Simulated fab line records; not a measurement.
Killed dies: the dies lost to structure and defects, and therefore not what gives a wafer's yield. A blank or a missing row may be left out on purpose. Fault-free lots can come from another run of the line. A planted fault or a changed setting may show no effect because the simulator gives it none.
fab line records	flow n5_finfet
[record] lots = 24	wafers = 72	last_day = 18
route steps=1938 shown HKMG_FIN@400
lots untouched by any fault: they come from a run of this same line in which no faults occurred
start_h: start of the lot's first displayed wafer, in hours after the record's first day	wait_h: hours elapsed since this lot's preceding step	" same as the row above	L1.1+2: a row that stands for several wafers	- value missing, or start not given	* or withheld: withheld	< > ~ a bound
route shown NAME@n: NAME is a module with steps in the file, n the number in the route of the first one	usual: the fault-free wafers' mean and standard deviation	same: alike in all rows	chamber/n: place in a boat	sites: readings site by site	_std_site: how widely they spread, as a standard deviation	_edge_site: inner sites' mean taken away from outer sites' mean	radius_mm: for every site, how far away it sits from the centre of the wafer	mask NAME#n: copy n	behind: the last tool/chamber to shape the wafer	hold: reason for holding the lot/hours on hold/outcome of the hold	device: whichever transistor did not switch (one of n, p or np)	end of line: the tests these same wafers got at the end of their route	a step with no rows: only its recipe	killed: dies that structure and defects cost at the first sort, which is not the same as the wafer's yield	map: a wafer's dies, x killed, . not, _ none there
set.NAME: setting as actually run; set.NAME@STEP: the setting as run at that earlier step	model.NAME: the simulator's own value behind a step, which no gauge read
steps of the route over a sample of lots; a table a step, a row a wafer
services: from which hour (start_h, from the record's first day; less than 0 if before it) a tool's chamber was out of use, for how many hours, and why
[[steps]]
[step N5_HKMG_FIN_INSPECT_61]
[recipe] mode = adi	inspect_instrument = macro
[usual] raw_defect_count = 2.5/1.5
lot.wafer	tool	chamber	start_h	wait_h	raw_defect_count
L074.2	defect_inspect-02	-	71.34	0.0	0
L074.3	"	-	"	"	1
L074.5	"	-	"	"	3
L075.2	defect_inspect-02	-	80.76	0.0	1
L075.4	"	-	"	"	2
L075.6	"	-	"	"	4
L076.3	defect_inspect-01	-	89.43	0.0	1
L076.4	"	-	"	"	0
L076.6	"	-	"	"	3
L077.1	defect_inspect-01	-	90.24	0.0	3
L077.2	"	-	"	"	3
L077.3	"	-	"	"	1
L078.1	defect_inspect-01	-	97.53	0.0	1
L078.2	"	-	"	"	1
L078.5	"	-	"	"	3
L079.1	defect_inspect-02	-	101.71	0.0	2
L079.3	"	-	"	"	3
L079.5	"	-	"	"	2
L080.4	defect_inspect-02	-	106.49	0.0	1
L080.5	"	-	"	"	4
L080.6	"	-	"	"	0
L081.2	defect_inspect-02	-	116.46	0.0	1
L081.3	"	-	"	"	4
L081.4	"	-	"	"	1
L082.3	defect_inspect-02	-	118.88	0.0	1
L082.4	"	-	"	"	2
L082.6	"	-	"	"	6
L083.1	defect_inspect-01	-	125.29	0.0	1
L083.4	"	-	"	"	2
L083.5	"	-	"	"	1
L084.2	defect_inspect-02	-	133.33	0.0	2
L084.3	"	-	"	"	1
L084.6	"	-	"	"	2
L085.3	defect_inspect-01	-	140.14	0.0	4
L085.5	"	-	"	"	2
L085.6	"	-	"	"	4
L086.2	defect_inspect-01	-	148.63	0.0	0
L086.3	"	-	"	"	8
L086.6	"	-	"	"	2
L087.1	defect_inspect-01	-	150.24	0.0	2
L087.2	"	-	"	"	3
L087.5	"	-	"	"	1
L088.1	defect_inspect-01	-	160.03	0.0	3
L088.5	"	-	"	"	5
L088.6	"	-	"	"	3
L089.1	defect_inspect-02	-	161.33	0.0	5
L089.2	"	-	"	"	3
L089.6	"	-	"	"	2
L090.1	defect_inspect-02	-	167.37	0.0	4
L090.4	"	-	"	"	3
L090.5	"	-	"	"	3
L091.1	defect_inspect-01	-	173.90	0.0	2
L091.4	"	-	"	"	1
L091.5	"	-	"	"	3
L092.2	defect_inspect-02	-	177.19	0.0	0
L092.3	"	-	"	"	2
L092.6	"	-	"	"	1
L093.2	defect_inspect-02	-	187.92	0.0	2
L093.5	"	-	"	"	4
L093.6	"	-	"	"	0
L094.2	defect_inspect-01	-	190.36	0.0	6
L094.3	"	-	"	"	5
L094.4	"	-	"	"	4
L095.3	defect_inspect-01	-	202.82	0.0	2
L095.5	"	-	"	"	1
L095.6	"	-	"	"	2
L096.3	defect_inspect-02	-	205.87	0.0	2
L096.4	"	-	"	"	3
L096.5	"	-	"	"	1
L097.2	defect_inspect-01	-	214.24	0.0	4
L097.4	"	-	"	"	1
L097.5	"	-	"	"	3
[step N5_HKMG_FIN_THK_MEAS_70]
[recipe] thk_meas_gauge = xrf	reads = HfO2_of_HKMG_FIN_HK_ALD_01
[usual] HK_THK = 1.614/0.019
lot.wafer	tool	chamber	start_h	wait_h	HK_THK[nm]
L074.2	film_metro-02	-	73.78	0.2	1.647
L074.3	"	-	"	"	1.586
L074.5	"	-	"	"	1.639
L075.2	film_metro-01	-	83.49	0.2	1.628
L075.4	"	-	"	"	1.622
L075.6	"	-	"	"	1.634
L076.3	film_metro-01	-	91.96	0.2	1.606
L076.4	"	-	"	"	1.598
L076.6	"	-	"	"	1.610
L077.1	film_metro-02	-	93.01	0.2	1.601
L077.2	"	-	"	"	1.595
L077.3	"	-	"	"	1.621
L078.1	film_metro-02	-	100.84	0.2	1.580
L078.2	"	-	"	"	1.620
L078.5	"	-	"	"	1.634
L079.1	film_metro-01	-	104.33	0.2	1.624
L079.3	"	-	"	"	1.598
L079.5	"	-	"	"	1.632
L080.4	film_metro-01	-	109.41	0.2	1.655
L080.5	"	-	"	"	1.640
L080.6	"	-	"	"	1.654
L081.2	film_metro-02	-	118.95	0.2	1.624
L081.3	"	-	"	"	1.632
L081.4	"	-	"	"	1.616
L082.3	film_metro-01	-	121.73	0.2	1.622
L082.4	"	-	"	"	1.624
L082.6	"	-	"	"	1.613
L083.1	film_metro-02	-	128.09	0.2	1.617
L083.4	"	-	"	"	1.606
L083.5	"	-	"	"	1.586
L084.2	film_metro-02	-	136.09	0.2	1.613
L084.3	"	-	"	"	1.560
L084.6	"	-	"	"	1.649
L085.3	film_metro-02	-	142.68	0.2	1.635
L085.5	"	-	"	"	1.566
L085.6	"	-	"	"	1.612
L086.2	film_metro-02	-	151.39	0.2	1.628
L086.3	"	-	"	"	1.607
L086.6	"	-	"	"	1.614
L087.1	film_metro-01	-	152.76	0.2	1.593
L087.2	"	-	"	"	1.618
L087.5	"	-	"	"	1.620
L088.1	film_metro-02	-	162.50	0.2	1.622
L088.5	"	-	"	"	1.591
L088.6	"	-	"	"	1.608
L089.1	film_metro-01	-	164.18	0.2	1.608
L089.2	"	-	"	"	1.623
L089.6	"	-	"	"	1.624
L090.1	film_metro-01	-	169.87	0.2	1.608
L090.4	"	-	"	"	1.622
L090.5	"	-	"	"	1.641
L091.1	film_metro-02	-	176.34	0.2	1.604
L091.4	"	-	"	"	1.589
L091.5	"	-	"	"	1.576
L092.2	film_metro-01	-	179.68	0.2	1.644
L092.3	"	-	"	"	1.620
L092.6	"	-	"	"	1.639
L093.2	film_metro-01	-	190.38	0.2	1.622
L093.5	"	-	"	"	1.633
L093.6	"	-	"	"	1.601
L094.2	film_metro-02	-	193.12	0.2	1.613
L094.3	"	-	"	"	1.600
L094.4	"	-	"	"	1.573
L095.3	film_metro-01	-	205.65	0.2	1.619
L095.5	"	-	"	"	1.626
L095.6	"	-	"	"	1.637
L096.3	film_metro-02	-	208.33	0.2	1.603
L096.4	"	-	"	"	1.599
L096.5	"	-	"	"	1.626
L097.2	film_metro-02	-	216.68	0.2	1.614
L097.4	"	-	"	"	1.588
L097.5	"	-	"	"	1.582
[step N5_HKMG_FIN_OVL_MEAS_13]
[recipe] points_per_wafer = 44
[usual] NWFM_OVL = -0.8/0.83
lot.wafer	tool	chamber	start_h	wait_h	NWFM_OVL[nm]
L074.2	overlay-02	0	74.56	0.0	0.8
L074.3	"	0	"	"	-1.3
L074.5	"	0	"	"	-1.9
L075.2	overlay-02	0	84.39	0.0	-0.9
L075.4	"	0	"	"	0.2
L075.6	"	0	"	"	0.8
L076.3	overlay-02	0	92.86	0.0	-0.4
L076.4	"	0	"	"	-0.9
L076.6	"	0	"	"	-0.7
L077.1	overlay-01	0	93.92	0.0	-0.2
L077.2	"	0	"	"	-1.3
L077.3	"	0	"	"	0.1
L078.1	overlay-02	0	101.62	0.0	-1.4
L078.2	"	0	"	"	-0.8
L078.5	"	0	"	"	-1.4
L079.1	overlay-01	0	105.11	0.0	-1.5
L079.3	"	0	"	"	-1.1
L079.5	"	0	"	"	-1.5
L080.4	overlay-02	0	110.19	0.0	-1.3
L080.5	"	0	"	"	0.6
L080.6	"	0	"	"	-0.3
L081.2	overlay-01	0	119.85	0.0	-0.8
L081.3	"	0	"	"	-2.1
L081.4	"	0	"	"	-1.7
L082.3	overlay-02	0	122.64	0.0	-1.5
L082.4	"	0	"	"	-0.7
L082.6	"	0	"	"	-0.6
L083.1	overlay-02	0	128.99	0.0	-0.9
L083.4	"	0	"	"	-1.3
L083.5	"	0	"	"	-0.9
L084.2	overlay-01	0	137.00	0.0	-2.0
L084.3	"	0	"	"	-1.0
L084.6	"	0	"	"	-1.2
L085.3	overlay-01	0	143.46	0.0	-1.6
L085.5	"	0	"	"	-1.7
L085.6	"	0	"	"	0.6
L086.2	overlay-01	0	152.30	0.0	-1.1
L086.3	"	0	"	"	-0.8
L086.6	"	0	"	"	-1.9
L087.1	overlay-02	0	153.67	0.0	-0.1
L087.2	"	0	"	"	-0.9
L087.5	"	0	"	"	-0.5
L088.1	overlay-02	0	163.28	0.0	0.0
L088.5	"	0	"	"	-1.0
L088.6	"	0	"	"	-1.8
L089.1	overlay-02	0	165.09	0.0	-2.1
L089.2	"	0	"	"	-1.2
L089.6	"	0	"	"	-1.2
L090.1	overlay-02	0	170.65	0.0	0.1
L090.4	"	0	"	"	-1.1
L090.5	"	0	"	"	-0.8
L091.1	overlay-02	0	177.12	0.0	-0.7
L091.4	"	0	"	"	-0.5
L091.5	"	0	"	"	0.3
L092.2	overlay-02	0	180.59	0.0	-2.2
L092.3	"	0	"	"	-0.5
L092.6	"	0	"	"	-1.1
L093.2	overlay-02	0	191.28	0.0	-1.0
L093.5	"	0	"	"	-1.1
L093.6	"	0	"	"	-0.9
L094.2	overlay-02	0	193.91	0.0	0.8
L094.3	"	0	"	"	1.1
L094.4	"	0	"	"	-0.7
L095.3	overlay-02	0	206.43	0.0	-0.3
L095.5	"	0	"	"	-0.4
L095.6	"	0	"	"	-0.3
L096.3	overlay-01	0	209.24	0.0	-0.6
L096.4	"	0	"	"	-1.6
L096.5	"	0	"	"	-0.5
L097.2	overlay-01	0	217.58	0.0	0.3
L097.4	"	0	"	"	0.1
L097.5	"	0	"	"	0.4
[step N5_HKMG_FIN_ALD_91]
[recipe] material = TiN	target_thk_a = 10	temp_c = 400	ald_precursor_family = TiCl4	ald_co_reactant = NH3	pulse_time_s = 1	purge_time_s = 3	co_reactant_purge_time_s = 2	co_reactant_pulse_time_s = 2	ald_cycles = 47	pressure_torr = 3
[usual] heater_power_w = 879/97	precursor_pulse_height_rel = 1.002/0.019
lot.wafer	tool	chamber	start_h	wait_h	heater_power_w	precursor_pulse_height_rel
L074.2	ald_metal-01	2	75.60	0.3	694	1.010
L074.3	"	1	"	"	848	1.021
L074.5	"	2	"	"	725	1.017
L075.2	ald_metal-02	1	85.47	0.3	947	1.013
L075.4	"	0	"	"	981	0.999
L075.6	"	0	"	"	959	1.010
L076.3	ald_metal-02	0	94.09	0.1	962	1.020
L076.4	"	1	"	"	942	1.015
L076.6	"	1	"	"	945	1.014
L077.1	ald_metal-01	3	96.02	0.3	910	1.015
L077.2	"	0	"	"	1072	1.014
L077.3	"	2	"	"	691	0.998
L078.1	ald_metal-02	1	102.66	0.3	924	1.020
L078.2	"	3	"	"	715	0.966
L078.5	"	2	"	"	865	1.015
L079.1	ald_metal-01	3	106.31	0.3	920	1.010
L079.3	"	1	"	"	822	0.994
L079.5	"	2	"	"	728	1.005
L080.4	ald_metal-03	2	111.79	0.1	958	1.018
L080.5	"	3	"	"	793	1.008
L080.6	"	2	"	"	917	1.003
L081.2	ald_metal-01	0	120.89	0.3	1076	1.012
L081.3	"	1	"	"	847	1.004
L081.4	"	3	"	"	896	0.994
L082.3	ald_metal-03	2	123.67	0.1	928	1.015
L082.4	"	2	"	"	913	0.983
L082.6	"	3	"	"	801	0.981
L083.1	ald_metal-03	1	130.03	0.3	804	0.985
L083.4	"	2	"	"	921	0.975
L083.5	"	2	"	"	931	0.989
L084.2	ald_metal-02	2	138.04	0.3	873	0.984
L084.3	"	1	"	"	976	1.001
L084.6	"	1	"	"	930	1.004
L085.3	ald_metal-01	1	144.51	0.1	816	1.002
L085.5	"	3	"	"	915	1.005
L085.6	"	0	"	"	1094	1.023
L086.2	ald_metal-02	3	153.34	0.3	725	1.038
L086.3	"	1	"	"	971	1.017
L086.6	"	2	"	"	883	1.034
L087.1	ald_metal-03	2	155.00	0.3	931	1.023
L087.2	"	1	"	"	807	1.009
L087.5	"	3	"	"	779	1.016
L088.1	ald_metal-03	2	164.32	0.3	912	1.009
L088.5	"	2	"	"	909	0.985
L088.6	"	1	"	"	824	1.011
L089.1	ald_metal-02	2	166.12	0.3	880	0.988
L089.2	"	1	"	"	960	0.969
L089.6	"	2	"	"	878	1.039
L090.1	ald_metal-01	2	171.69	0.3	713	0.987
L090.4	"	0	"	"	1073	0.984
L090.5	"	0	"	"	1087	1.031
L091.1	ald_metal-03	0	178.15	0.3	942	0.999
L091.4	"	2	"	"	912	1.020
L091.5	"	1	"	"	834	1.010
L092.2	ald_metal-03	0	181.99	0.3	944	0.999
L092.3	"	2	"	"	923	1.047
L092.6	"	1	"	"	826	1.021
L093.2	ald_metal-02	1	192.48	0.3	957	1.020
L093.5	"	3	"	"	717	0.977
L093.6	"	0	"	"	978	0.983
L094.2	ald_metal-01	1	195.08	0.3	821	0.966
L094.3	"	3	"	"	896	1.006
L094.4	"	0	"	"	1099	0.999
L095.3	ald_metal-03	2	207.48	0.1	909	1.008
L095.5	"	0	"	"	947	1.004
L095.6	"	1	"	"	827	1.005
L096.3	ald_metal-02	2	210.27	0.1	862	0.979
L096.4	"	0	"	"	967	1.013
L096.5	"	1	"	"	932	1.028
L097.2	ald_metal-03	1	218.81	0.3	806	0.969
L097.4	"	0	"	"	951	0.999
L097.5	"	2	"	"	912	0.950
[step N5_HKMG_FIN_ALD_21]
[recipe] material = TiN	target_thk_a = 15	temp_c = 400	ald_precursor_family = TiCl4	ald_co_reactant = NH3	pulse_time_s = 1	purge_time_s = 3	co_reactant_purge_time_s = 2	co_reactant_pulse_time_s = 2	ald_cycles = 68	pressure_torr = 3
[usual] heater_power_w = 875/100	precursor_pulse_height_rel = 0.999/0.019
lot.wafer	tool	chamber	start_h	wait_h	heater_power_w	precursor_pulse_height_rel
L074.2	ald_metal-01	0	77.75	0.3	1112	0.989
L074.3	"	1	"	"	820	1.005
L074.5	"	3	"	"	913	1.013
L075.2	ald_metal-03	0	87.84	0.3	952	0.963
L075.4	"	1	"	"	811	0.995
L075.6	"	3	"	"	790	0.996
L076.3	ald_metal-02	0	96.54	0.1	959	1.029
L076.4	"	1	"	"	929	1.030
L076.6	"	1	"	"	969	1.033
L077.1	ald_metal-02	1	98.94	0.3	935	0.986
L077.2	"	3	"	"	702	0.949
L077.3	"	2	"	"	873	1.012
L078.1	ald_metal-03	2	104.82	0.3	919	0.962
L078.2	"	0	"	"	952	1.008
L078.5	"	0	"	"	953	1.012
L079.1	ald_metal-01	0	108.53	0.3	1058	0.999
L079.3	"	2	"	"	726	1.016
L079.5	"	1	"	"	839	1.001
L080.4	ald_metal-01	3	114.33	0.1	929	0.990
L080.5	"	0	"	"	1061	0.983
L080.6	"	3	"	"	907	0.986
L081.2	ald_metal-03	3	123.19	0.4	783	0.998
L081.3	"	0	"	"	946	1.001
L081.4	"	3	"	"	779	0.984
L082.3	ald_metal-03	2	125.92	0.1	911	1.019
L082.4	"	0	"	"	909	1.000
L082.6	"	2	"	"	948	0.978
L083.1	ald_metal-02	3	132.33	0.3	702	0.999
L083.4	"	0	"	"	968	0.983
L083.5	"	3	"	"	698	1.020
L084.2	ald_metal-01	0	140.21	0.3	1085	0.993
L084.3	"	3	"	"	919	1.020
L084.6	"	2	"	"	716	1.004
L085.3	ald_metal-01	1	146.85	0.1	839	1.008
L085.5	"	3	"	"	915	1.013
L085.6	"	2	"	"	722	0.990
L086.2	ald_metal-02	2	155.83	0.3	866	1.027
L086.3	"	1	"	"	946	1.021
L086.6	"	1	"	"	944	0.989
L087.1	ald_metal-03	1	157.15	0.3	830	1.017
L087.2	"	2	"	"	903	0.953
L087.5	"	1	"	"	814	0.999
L088.1	ald_metal-03	1	166.47	0.3	801	0.999
L088.5	"	2	"	"	932	0.954
L088.6	"	1	"	"	832	1.026
L089.1	ald_metal-03	1	168.28	0.3	814	1.009
L089.2	"	2	"	"	910	0.957
L089.6	"	2	"	"	923	0.994
L090.1	ald_metal-02	0	173.87	0.3	970	0.985
L090.4	"	2	"	"	863	1.022
L090.5	"	0	"	"	952	0.980
L091.1	ald_metal-03	1	180.40	0.3	830	1.003
L091.4	"	2	"	"	917	0.988
L091.5	"	0	"	"	915	0.980
L092.2	ald_metal-03	3	184.19	0.3	772	0.972
L092.3	"	0	"	"	934	1.003
L092.6	"	1	"	"	800	0.998
L093.2	ald_metal-02	1	194.73	0.3	947	1.028
L093.5	"	2	"	"	889	1.011
L093.6	"	3	"	"	681	0.973
L094.2	ald_metal-02	0	197.23	0.3	966	0.981
L094.3	"	2	"	"	887	1.014
L094.4	"	1	"	"	959	1.003
L095.3	ald_metal-02	1	209.63	0.1	961	1.003
L095.5	"	3	"	"	715	0.995
L095.6	"	0	"	"	986	1.002
L096.3	ald_metal-02	1	212.43	0.1	948	1.023
L096.4	"	2	"	"	889	1.001
L096.5	"	0	"	"	957	1.013
L097.2	ald_metal-01	1	221.30	0.3	826	1.000
L097.4	"	0	"	"	1099	1.009
L097.5	"	1	"	"	828	1.011
[step N5_HKMG_FIN_CMP_23]
[recipe] stop_on = SiNx	t_overpolish_s = 10	post_cmp_clean = rinse_only	down_force_psi = 4	platen_rpm = 50.289	pad_velocity_m_s = 1.0006	target_thk_nm = 46.326
[usual] motor_current_A = 12.3/0.93	overpolish_run_s = 9.999/0.0091	platen_rpm = 50.29/0.033	time_to_endpoint_s = 11.5/2.1
lot.wafer	tool	chamber	start_h	wait_h	motor_current_A	overpolish_run_s	platen_rpm	time_to_endpoint_s
L074.3	cmp-04	1	78.45	0.2	12.8	9.997	50.23	15.2
L074.2	"	2	"	"	12.2	10.005	50.30	12.4
L074.5	"	0	"	"	11.2	9.994	50.27	14.0
L075.2	cmp-01	0	88.54	0.2	11.5	9.998	50.28	16.2
L075.4	"	1	"	"	11.6	9.992	50.29	11.3
L075.6	"	2	"	"	11.0	10.007	50.34	11.6
L076.4	cmp-01	0	97.07	0.0	11.4	10.010	50.30	15.6
L076.3	"	3	"	"	10.7	10.019	50.31	12.0
L076.6	"	0	"	"	10.7	10.002	50.35	14.5
L077.3	cmp-02	3	99.56	0.1	12.9	9.989	50.26	11.3
L077.2	"	0	"	"	13.1	9.990	50.25	10.7
L077.1	"	1	"	"	13.3	9.995	50.33	6.0
L078.1	cmp-02	2	105.45	0.1	11.2	9.986	50.30	11.0
L078.2	"	3	"	"	12.2	10.011	50.25	14.7
L078.5	"	1	"	"	13.3	9.986	50.27	9.6
L079.1	cmp-02	0	109.15	0.1	13.1	10.005	50.29	13.3
L079.3	"	2	"	"	10.8	9.974	50.34	10.6
L079.5	"	0	"	"	12.7	10.004	50.37	13.6
L080.4	cmp-04	3	114.95	0.1	13.6	9.995	50.26	11.1
L080.5	"	2	"	"	12.5	10.008	50.29	8.8
L080.6	"	3	"	"	13.9	9.979	50.29	13.3
L081.3	cmp-01	0	123.83	0.0	11.5	10.006	50.34	16.4
L081.4	"	1	"	"	12.0	9.997	50.27	10.0
L081.2	"	2	"	"	11.3	9.987	50.24	8.6
L082.3	cmp-04	0	126.59	0.1	11.5	9.994	50.29	13.6
L082.4	"	2	"	"	11.6	10.003	50.25	9.2
L082.6	"	0	"	"	12.4	9.999	50.34	12.4
L083.1	cmp-02	3	132.94	0.1	13.3	10.015	50.34	13.7
L083.4	"	1	"	"	13.6	10.001	50.28	7.5
L083.5	"	3	"	"	12.9	10.008	50.26	13.0
L084.3	cmp-02	3	140.75	0.0	12.6	9.996	50.26	15.4
L084.2	"	1	"	"	13.4	9.994	50.31	11.5
L084.6	"	3	"	"	12.8	10.002	50.25	14.8
L085.3	cmp-01	3	147.54	0.2	11.8	10.011	50.33	8.5
L085.6	"	1	"	"	12.0	10.001	50.35	9.2
L085.5	"	2	"	"	10.9	9.999	50.28	9.2
L086.2	cmp-01	0	156.36	0.0	11.9	9.995	50.28	10.9
L086.3	"	3	"	"	11.7	10.002	50.28	11.7
L086.6	"	0	"	"	11.5	9.991	50.26	12.4
L087.2	cmp-04	0	157.68	0.0	11.2	9.999	50.33	17.6
L087.1	"	2	"	"	12.7	9.983	50.34	14.3
L087.5	"	0	"	"	11.3	9.994	50.26	14.1
L088.1	cmp-04	3	167.17	0.2	12.4	9.998	50.34	13.1
L088.5	"	1	"	"	13.6	9.993	50.28	12.3
L088.6	"	2	"	"	12.9	9.990	50.31	8.2
L089.2	cmp-04	1	168.90	0.1	12.9	10.003	50.27	12.1
L089.1	"	2	"	"	13.0	9.998	50.32	7.5
L089.6	"	0	"	"	12.3	10.004	50.25	10.2
L090.4	cmp-04	0	174.48	0.1	11.5	9.992	50.24	12.2
L090.1	"	1	"	"	13.0	10.000	50.32	11.5
L090.5	"	3	"	"	13.5	10.002	50.34	11.8
L091.4	cmp-01	1	181.01	0.1	12.8	9.997	50.31	10.5
L091.1	"	2	"	"	10.6	9.996	50.32	11.8
L091.5	"	0	"	"	11.8	9.985	50.24	13.8
L092.2	cmp-01	2	184.81	0.1	10.6	9.997	50.28	12.6
L092.3	"	0	"	"	11.6	10.011	50.35	9.4
L092.6	"	1	"	"	12.5	10.004	50.31	8.7
L093.2	cmp-04	2	195.42	0.2	12.8	9.995	50.35	10.6
L093.6	"	0	"	"	11.6	9.995	50.30	12.3
L093.5	"	1	"	"	13.1	10.003	50.26	13.2
L094.4	cmp-04	2	197.77	0.0	12.5	9.994	50.33	10.9
L094.3	"	0	"	"	11.5	9.987	50.26	10.7
L094.2	"	1	"	"	12.6	9.978	50.28	11.9
L095.3	cmp-04	3	210.42	0.3	13.6	9.996	50.31	10.3
L095.6	"	0	"	"	11.5	9.986	50.32	12.0
L095.5	"	1	"	"	13.7	10.017	50.33	12.3
L096.4	cmp-02	3	212.97	0.0	13.0	10.015	50.30	14.4
L096.3	"	2	"	"	10.8	10.003	50.30	11.3
L096.5	"	3	"	"	13.1	9.987	50.29	14.7
L097.4	cmp-04	0	221.99	0.2	11.4	10.002	50.26	10.9
L097.2	"	1	"	"	13.4	10.019	50.31	10.8
L097.5	"	3	"	"	13.9	10.014	50.30	8.9
[[services]]
tool	chamber	start_h	hours	kind
cmp-04	-	63.76	2.9	pm
ald_metal-01	-	81.42	8.7	pm
cmp-01	-	81.93	0.9	repair
cmp-04	-	83.76	1.3	repair
cmp-02	-	84.60	2.7	repair
cmp-04	-	98.61	0.2	repair
cmp-01	-	102.25	1.0	repair
cmp-01	-	108.20	13.3	pm
ald_metal-02	-	108.57	2.8	pm
ald_metal-02	-	111.78	14.6	pm
ald_metal-01	-	118.08	2.8	pm
ald_metal-03	1	122.43	6.3	repair
cmp-02	-	126.23	4.0	pm
cmp-01	-	150.78	3.5	repair
cmp-02	-	161.57	13.1	pm
cmp-01	-	162.94	1.1	repair
ald_metal-03	3	166.00	7.6	repair
ald_metal-03	-	193.09	2.8	pm
cmp-04	-	199.30	4.0	pm
ald_metal-01	-	199.96	0.9	repair
cmp-04	-	203.30	-	consumable_replace:conditioner
cmp-01	-	207.51	4.9	pm
cmp-02	-	214.68	4.4	repair
cmp-01	-	221.30	2.3	repair
[[key]]
fault none
